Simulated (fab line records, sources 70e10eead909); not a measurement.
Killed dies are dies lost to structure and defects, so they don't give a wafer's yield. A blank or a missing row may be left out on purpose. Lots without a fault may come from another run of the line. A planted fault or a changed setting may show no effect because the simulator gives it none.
Chamber matching | flow nand_harc | NHARC_P_M1_DEP_33 on pecvd-02: 3 sister chambers
The step deposits SiCN, target thk 30 nm. 3 wafers are shown with their chamber, then 12 later ones without.

WAFERS WITH THEIR CHAMBER
wafer  | chamber | heater_power_w (W)
L083.2 | 2       | 448
L086.4 | 0       | 527
L086.5 | 1       | 589

WAFERS WITHOUT THEIR CHAMBER
wafer  | heater_power_w (W)
L087.1 | 479
L087.2 | 514
L087.6 | 614
L090.1 | 506
L090.5 | 525
L090.6 | 545
L091.1 | 526
L091.4 | 522
L091.5 | 541
L093.2 | 529
L093.3 | 552
L093.6 | 567

WHICH CHAMBER EACH WENT THROUGH
wafer  | from the rows above     | in truth
L087.1 | can't be placed: 2 or 0 | 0
L087.2 | 0                       | 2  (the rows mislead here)
L087.6 | 1                       | 1
L090.1 | 0                       | 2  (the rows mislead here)
L090.5 | 0                       | 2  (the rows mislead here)
L090.6 | can't be placed: 0 or 1 | 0
L091.1 | 0                       | 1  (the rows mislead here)
L091.4 | 0                       | 0
L091.5 | can't be placed: 0 or 1 | 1
L093.2 | 0                       | 0
L093.3 | can't be placed: 0 or 1 | 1
L093.6 | can't be placed: 1 or 0 | 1
Placed correctly: 3 of 12. Can't be placed from these rows: 5 (the true chamber is among the candidates in 5). Placed wrongly: 4.
How it was worked out, from the rows above alone: a wafer's distance from a chamber is the root of the sum, over the readings, of the square of ((its reading less the chamber's mean) divided by the reading's scatter). The wafer belongs to the nearest chamber; if the next one is less than 2 further off, it can't be placed. A chamber's mean is the mean of its shown wafers. The scatter: with one shown wafer a chamber, the root of the mean of the squares of how far each hidden wafer lies from its nearest shown one.
